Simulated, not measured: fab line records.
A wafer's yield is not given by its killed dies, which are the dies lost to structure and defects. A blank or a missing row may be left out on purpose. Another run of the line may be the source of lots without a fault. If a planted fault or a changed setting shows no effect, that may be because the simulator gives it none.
Matching of chambers | flow nandHarc | NHARC_P_BONDPAD_ETCH_24 on rieDiel-11: 4 sister chambers
The step etches the open film in CF4/N2, target depth 30 nm, time 72.99 s. 4 wafers are shown with their chamber, then 7 later ones without.

== WAFERS, EACH WITH ITS CHAMBER ==
wafer  | chamber | drypumpMotorCurrentA (A)
L912.4 | 0       | 5.5
L916.6 | 3       | 5.6
L918.1 | 1       | 5.6
L918.4 | 2       | 4.7

== WAFERS MISSING THEIR CHAMBER ==
wafer  | drypumpMotorCurrentA (A)
L918.5 | 5.7
L919.2 | 5.6
L919.4 | 5.5
L919.6 | 4.7
L920.1 | 5.6
L920.2 | 4.6
L920.4 | 5.5

== THE CHAMBER EACH PASSED THROUGH ==
wafer  | from the rows above          | in truth
L918.5 | can't be placed: 1 or 3 or 0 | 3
L919.2 | can't be placed: 1 or 3 or 0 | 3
L919.4 | can't be placed: 0 or 1 or 3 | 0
L919.6 | 2                            | 2
L920.1 | can't be placed: 1 or 3 or 0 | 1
L920.2 | 2                            | 2
L920.4 | can't be placed: 0 or 1 or 3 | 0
2 of 7 placed correctly. Can't be placed from these rows: 5 (the true chamber is among the candidates in 5). Wrongly placed: 0.
How it was worked out, from the rows above alone: a wafer's distance from a chamber is the root of the sum, over the readings, of the square of ((its reading less the chamber's mean) divided by the reading's scatter). If the next closest chamber is less than 2 further off than the closest, the wafer can't be placed; otherwise it belongs to the closest. The mean given for a chamber averages the wafers shown for that chamber. The scatter (one wafer shown for each chamber): square how far every hidden wafer sits from the nearest shown wafer, average those squares and take the square root.
